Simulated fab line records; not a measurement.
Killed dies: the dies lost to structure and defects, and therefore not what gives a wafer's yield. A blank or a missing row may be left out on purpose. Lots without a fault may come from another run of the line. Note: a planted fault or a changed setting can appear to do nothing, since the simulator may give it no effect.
One fault seen from 2 desks ; flow nandHarc ; every desk sees just its own numbers, and what lay behind them comes last

== AT THE METROLOGY DESK ==
Lot by lot, what the gauges showed, no matter which tool ran the lot: averages of those sampled wafers that carry a number. Any lot whose mean is over 4 standard deviations away from the usual mean is out of limits and marked OUT; that distance is given in the brackets.
Columns: A = cdNm at NHARC_A_CONTACT_CD_MEAS_15, usual 189.9 nm
lot;first seen here;A
L261;day 23 01:34;189.1
L259;day 23 02:49;190.9
L260;day 23 06:20;189.5
L263;day 24 14:59;189.9
L264;day 24 17:39;191.0
L266;day 26 11:02;189.8
L267;day 26 17:10;189.8
L274;day 28 18:23;190.4
L273;day 28 20:11;190.0
L276;day 29 15:36;190.0
L277;day 30 07:58;189.9
L278;day 31 09:21;191.0
This desk's finding: nothing out of limits on any of the 12 lots.

== TOOL OWNER'S DESK, rieDiel-08 ==
The tool's own readings at NHARC_A_CONTACT_ETCH_89 (etches the open film in N2/H2, target depth 260 nm, time 475.3 s): means of the sampled wafers that have a number, for each lot that ran on this tool. Any lot whose mean is over 4 standard deviations away from the usual mean is out of limits and marked OUT; that distance is given in the brackets. Shown here are 7 of its 8 readings, the ones lying furthest out on some lot.
Columns: A = biasW at NHARC_A_CONTACT_ETCH_89, usual 149.9 W; B = drypumpMotorCurrentA at NHARC_A_CONTACT_ETCH_89, usual 5.8 A; C = n2FlowSccm at NHARC_A_CONTACT_ETCH_89, usual 150.1 sccm; D = oesProductAu at NHARC_A_CONTACT_ETCH_89, usual 0.998 a.u.; E = rfFwdPowerW at NHARC_A_CONTACT_ETCH_89, usual 399.3 W; F = rfVppV at NHARC_A_CONTACT_ETCH_89, usual 429.3 V; G = throttleValvePct at NHARC_A_CONTACT_ETCH_89, usual 14.170 %
lot;first seen here;A;B;C;D;E;F;G
L261;day 22 22:13;150.5;6.0;150.2;1.009;398.4;428.3;14.183
L259;day 22 23:01;149.4;6.0;150.0;0.997;398.7;429.4;14.168
L260;day 23 02:52;149.9;6.0;150.1;1.021;399.9;429.0;14.171
L263;day 24 11:49;150.3;5.9;149.8;0.987;398.9;429.0;14.173
L264;day 24 14:29;150.3;5.9;150.3;0.999;398.5;429.5;14.172
L266;day 26 08:00;149.6;6.0;150.1;1.006;398.7;429.1;14.167
This desk's finding: nothing out of limits on any of the 6 lots.

== ALL TOGETHER ==
At the metrology desk, nothing out of limits was observed.
Nothing out of limits was seen by the tool owner's desk.

== WHAT THE SIMULATOR HAD INSERTED ==
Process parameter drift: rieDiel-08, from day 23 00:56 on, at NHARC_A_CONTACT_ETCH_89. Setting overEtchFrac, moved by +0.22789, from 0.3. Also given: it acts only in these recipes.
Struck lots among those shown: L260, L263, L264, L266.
